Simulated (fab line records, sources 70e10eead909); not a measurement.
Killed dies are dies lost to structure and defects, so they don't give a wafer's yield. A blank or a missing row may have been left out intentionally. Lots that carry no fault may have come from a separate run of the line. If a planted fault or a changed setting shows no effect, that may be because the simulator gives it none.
A struck lot beside a sound one | flow nand-harc | 23 steps out of a route of 1159
Sound: the wafers L154.2, L154.4, L154.5. The struck wafers were L149.1, L149.2, L149.5. At the end, the cause is stated.
Per side, at each step with rows, come the tool, then ch with its chambers, and then its first start. Under that, the readings that differ: sound wafers | struck wafers | difference of the means | sigmas: that difference in standard deviations of wafers without a fault.
alike: readings with means less than 2 such deviations apart, plus words and numbers identical on both sides. not compared: withheld readings, readings lacking a value on some wafer, bounds such as >300 that could conceal the same value, and numbers that have no deviation in the record and whose values overlap.
Wherever a step has rows on one side only, a row that says differs or no value, or a row with sigmas, the two part there. When numbers do not overlap yet have no deviation, they are printed without sigmas and do not part them. A reading missing from all wafers of one side parts the sides only when that side holds two or more wafers.

first, 3 steps without rows for these wafers: NHARC_A_SLIT_EXPOSE_06 (exposes mask SLIT); NHARC_A_SLIT_PEB_07 (peb time 65 s); NHARC_A_SLIT_DEVELOP_08 (develop time 35 s).
NHARC_A_SLIT_CD_MEAS_09 targets a cd of 300 nm.
  sound on cd-sem-01 ch 0, day 20 03:29; struck on cd-sem-01 ch 0, day 18 18:26
  alike: cd-nm
NHARC_A_SLIT_OVL_MEAS_10:
  struck on overlay-02, day 18 18:31; sound on overlay-02, day 20 03:35
  alike: overlay-x-nm, overlay-y-nm
NHARC_A_SLIT_INSPECT_11:
  struck on defect-inspect-02, day 18 18:33; sound on defect-inspect-02, day 20 03:37
  alike: raw-defect-count
NHARC_A_SLIT_DESCUM_14: chemistry O2, time 3 s.
  sound on rie-diel-07 ch 0,2,3, day 20 03:41; struck on rie-diel-09 ch 0,1, day 18 18:37
  alike: drypump-motor-current-A, o2-flow-sccm, oes-product-au, rf-vpp-V, showerhead-plenum-p-Torr, throttle-valve-pct
  not compared: rf-hours-counter-h
NHARC_A_SLIT_ETCH_24: etches the open film in CF4/CHF3, target depth 121 nm, time 60.5 s.
  sound on rie-diel-07 ch 0,2,3, day 20 03:47; struck on rie-diel-09 ch 2,3, day 18 18:42
  reading               | sound             | struck            | difference | sigmas
  oes-product-au (a.u.) | 0.965 0.966 0.944 | 0.928 0.910 0.906 | -0.044     | -2
  alike: cf4-flow-sccm, drypump-motor-current-A, rf-vpp-V, showerhead-plenum-p-Torr, throttle-valve-pct
  not compared: rf-hours-counter-h
NHARC_A_SLIT_ETCH_15: etches the open film in O2/COS, target depth 3200 nm, time 832 s.
  sound on rie-diel-07 ch 2,3; struck on rie-diel-09 ch 1,3
  alike: drypump-motor-current-A, o2-flow-sccm, oes-product-au, rf-vpp-V, showerhead-plenum-p-Torr, throttle-valve-pct
  not compared: rf-hours-counter-h
then, 1 step without rows for these wafers: NHARC_A_SLIT_ETCH_17 (etches the open film in C4F8/O2/Ar, time 1687.5 s, target depth 10100 nm).
NHARC_A_SLIT_ETCH_26: etches the open film in C4F8/O2/Ar, time 90 s, target depth 400 nm.
  sound on har-etch-02 ch 0,1, day 20 06:36; struck on har-etch-01 ch 0,1, day 18 20:53
  alike: drypump-motor-current-A, o2-flow-sccm, showerhead-plenum-p-Torr, throttle-valve-pct
  not compared: rf-hours-counter-h
then, 1 step without rows for these wafers: NHARC_A_SLIT_STRIP_28 (strips in O2/COS).
NHARC_A_SLIT_ETCH_29: etches the open film in CF4/O2, target depth 100 nm, overetch 10 nm, time 55 s.
  sound on rie-diel-08 ch 0,1, day 20 07:11; struck on rie-diel-09 ch 0,1,3, day 18 21:31
  alike: cf4-flow-sccm, drypump-motor-current-A, o2-flow-sccm, oes-product-au, rf-vpp-V, showerhead-plenum-p-Torr, throttle-valve-pct
  not compared: rf-hours-counter-h
then, 3 steps without rows for these wafers: NHARC_A_SLIT_STRIP_18 (strips in O2); NHARC_A_SLIT_PRECLEAN_19 (cleans in SC1); NHARC_A_SLIT_SRD_20.
NHARC_A_SLIT_CD_MEAS_21:
  struck on cd-sem-02, day 18 22:04; sound on cd-sem-03, day 20 07:44
  alike: cd-nm
then, 3 steps without rows for these wafers: NHARC_A_SIN_REMOVE_WET_00 (chemistry H3PO4, time 15300 s); NHARC_A_SIN_REMOVE_PRECLEAN_01 (cleans in SC1); NHARC_A_SIN_REMOVE_SRD_02.
NHARC_A_SIN_REMOVE_INSPECT_04:
  struck on defect-inspect-01, day 19 05:02; sound on defect-inspect-02, day 20 15:29
  reading          | sound       | struck      | difference | sigmas
  raw-defect-count | 404 221 256 | 476 494 558 | +216       | +3
NHARC_A_WL_FILL_ALD_00: deposits Al2O3, target thk 3 nm, pulse time 3 s, ald cycles 30.
  sound on ald-hk-04 ch 0,2, day 20 15:33; struck on ald-hk-02 ch 0,1,3, day 19 05:05
  alike: heater-power-outer-w, heater-power-w, precursor-pulse-height-rel
-- record jumps: 5 days between struck wafers' starts before vs after; left off in module A_WL_FILL, resumes in module END, first step shown is number 1159 of the route --
NHARC_END_SORT_01:
  only the struck wafers appear in the record here, on prober-02 ch 0 at day 23 22:04; the sound ones have no rows

WHERE THEY PART
Earliest at NHARC_A_SLIT_ETCH_24; latest, in this record, at NHARC_END_SORT_01.

WHY: what had been put in by the simulator
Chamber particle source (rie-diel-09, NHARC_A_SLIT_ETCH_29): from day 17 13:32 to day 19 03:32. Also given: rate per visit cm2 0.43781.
